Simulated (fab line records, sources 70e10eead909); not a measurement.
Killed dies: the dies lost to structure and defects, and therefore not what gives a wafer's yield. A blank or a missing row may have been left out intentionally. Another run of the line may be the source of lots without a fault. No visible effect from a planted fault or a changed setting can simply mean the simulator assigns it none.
One fault seen from 2 desks / flow nand-harc / numbers are kept per desk, each desk with only its own; the story behind them comes last

THE DEFECT DESK
Inspection counts along the route, by lot: the mean over sampled wafers that carry a number. Marked OUT: a lot whose mean sits more than 4 standard deviations from the usual mean, which makes it out of limits; the brackets give that distance.
Columns: A = raw-defect-count at NHARC_A_CONTACT_INSPECT_71, usual 26
lot=L844; first seen here=day 16 23:04; A=15
lot=L847; first seen here=day 17 02:20; A=25
lot=L848; first seen here=day 17 02:45; A=20
lot=L849; first seen here=day 17 21:35; A=13
lot=L846; first seen here=day 17 21:50; A=21
lot=L854; first seen here=day 18 08:01; A=26
lot=L851; first seen here=day 18 08:13; A=24
lot=L853; first seen here=day 18 23:13; A=27
lot=L860; first seen here=day 20 15:53; A=1099 (+98) OUT
lot=L862; first seen here=day 20 20:23; A=1106 (+98) OUT
lot=L864; first seen here=day 21 17:35; A=35
lot=L865; first seen here=day 21 21:13; A=12
lot=L866; first seen here=day 22 02:18; A=16
lot=L863; first seen here=day 22 04:04; A=54
This desk's verdict: out of limits on L860, L862, starting with L860 at day 20 15:53 (raw-defect-count at NHARC_A_CONTACT_INSPECT_71). L844, L847, L848, L849, L846, L854, L851, L853, L864, L865, L866, L863 stayed within limits.

TOOL OWNER'S DESK, acl-dep-02
The tool's own readings at NHARC_A_CONTACT_DEP_57 (deposits aC, target thk 2800 nm): means of the sampled wafers that have a number, for each lot that ran on this tool. Marked OUT: a lot whose mean sits more than 4 standard deviations from the usual mean, which makes it out of limits; the brackets give that distance.
Columns: A = throttle-valve-pct at NHARC_A_CONTACT_DEP_57, usual 35.002 %
lot=L844; first seen here=day 16 20:29; A=35.004
lot=L848; first seen here=day 17 00:24; A=34.996
lot=L846; first seen here=day 17 19:34; A=35.010
lot=L851; first seen here=day 18 05:44; A=34.998
lot=L860; first seen here=day 20 13:25; A=34.996
lot=L862; first seen here=day 20 17:48; A=35.008
Finding of this desk: none of the 6 lots has anything out of limits.

TAKEN TOGETHER
The defect desk could have raised an alarm at day 20 15:53, on L860, L862.
The desk of the tool owner found nothing out of limits.
The tool owner's desk has L860, L862 on record, within its limits.
Of the lots named, all ran NHARC_A_CONTACT_DEP_57 on acl-dep-02.

WHAT WAS PUT IN BY THE SIMULATOR
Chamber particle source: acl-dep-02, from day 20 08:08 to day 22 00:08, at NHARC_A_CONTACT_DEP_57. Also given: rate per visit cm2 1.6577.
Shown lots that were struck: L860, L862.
Hours from the fault's start to each desk's first reading out of limits: the defect desk, 8.
